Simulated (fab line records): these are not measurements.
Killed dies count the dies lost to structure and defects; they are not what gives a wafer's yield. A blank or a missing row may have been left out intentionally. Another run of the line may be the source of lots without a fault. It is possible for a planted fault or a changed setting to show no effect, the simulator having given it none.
One fault through the eyes of 3 desks ; flow n5_finfet ; each desk has only its own numbers; what lay behind them comes last

AT THE TOOL OWNER'S DESK: rie_diel-05
The tool's own readings at N5_BEOL_M9_DESCUM_16 (chemistry O2, time 7.9 s): means of the sampled wafers that have a number, for each lot that ran on this tool. The brackets show how far a lot's mean lies from the usual mean; more than 4 standard deviations puts the lot out of limits, marked OUT.
Columns: A = bias_power_w at N5_BEOL_M9_DESCUM_16, usual 20.02 W; B = drypump_motor_current_A at N5_BEOL_M9_DESCUM_16, usual 5.6 A; C = oes_product_au at N5_BEOL_M9_DESCUM_16, usual 0.80 a.u.; D = rf_vpp_V at N5_BEOL_M9_DESCUM_16, usual 243.2 V; E = showerhead_plenum_p_Torr at N5_BEOL_M9_DESCUM_16, usual 2.09 Torr; F = throttle_valve_pct at N5_BEOL_M9_DESCUM_16, usual 20.34 %
lot;first seen here;A;B;C;D;E;F
L745;day 11 20:11;20.06;5.2;0.76;242.7;2.08;20.25
L746;day 13 01:43;20.04;5.6;0.75;242.6;2.09;20.23
L763;day 15 20:09;20.09;5.7;0.79;243.9;2.13;20.35
This desk found nothing out of limits on any of the 3 lots.

FROM THE METROLOGY DESK
Lot by lot, what the gauges showed, no matter which tool ran the lot: averages of those sampled wafers that carry a number. The brackets show how far a lot's mean lies from the usual mean; more than 4 standard deviations puts the lot out of limits, marked OUT.
Columns: A = cd_nm at N5_BEOL_M9_CD_MEAS_11, usual 64.1 nm; B = M9_OVL at N5_BEOL_M9_OVL_MEAS_12, usual -0.3 nm
lot;first seen here;A;B
L744;day 11 07:58;64.2;-0.6
L745;day 11 20:06;64.1;0.1
L746;day 13 01:38;63.7;-1.1
L763;day 15 19:51;63.9;-0.1
L764;day 16 10:21;63.5;-0.4
L765;day 16 10:31;64.7;0.8
This desk found nothing out of limits on any of the 6 lots.

THE DEFECT DESK
Lot by lot, what the route's inspections counted, given as the mean of those sampled wafers with a number. The brackets show how far a lot's mean lies from the usual mean; more than 4 standard deviations puts the lot out of limits, marked OUT.
Columns: A = raw_defect_count at N5_BEOL_M9_INSPECT_13, usual 429
lot;first seen here;A
L744;day 11 08:01;381
L745;day 11 20:09;471
L746;day 13 01:41;555
L763;day 15 19:55;438
L764;day 16 10:24;513
L765;day 16 10:34;600
This desk found nothing out of limits on any of the 6 lots.

TAKEN TOGETHER
Nothing out of limits was seen by the tool owner's desk.
From the metrology desk's view, nothing was out of limits.
Nothing out of limits was seen by the defect desk.

WHAT HAD BEEN PUT IN BY THE SIMULATOR
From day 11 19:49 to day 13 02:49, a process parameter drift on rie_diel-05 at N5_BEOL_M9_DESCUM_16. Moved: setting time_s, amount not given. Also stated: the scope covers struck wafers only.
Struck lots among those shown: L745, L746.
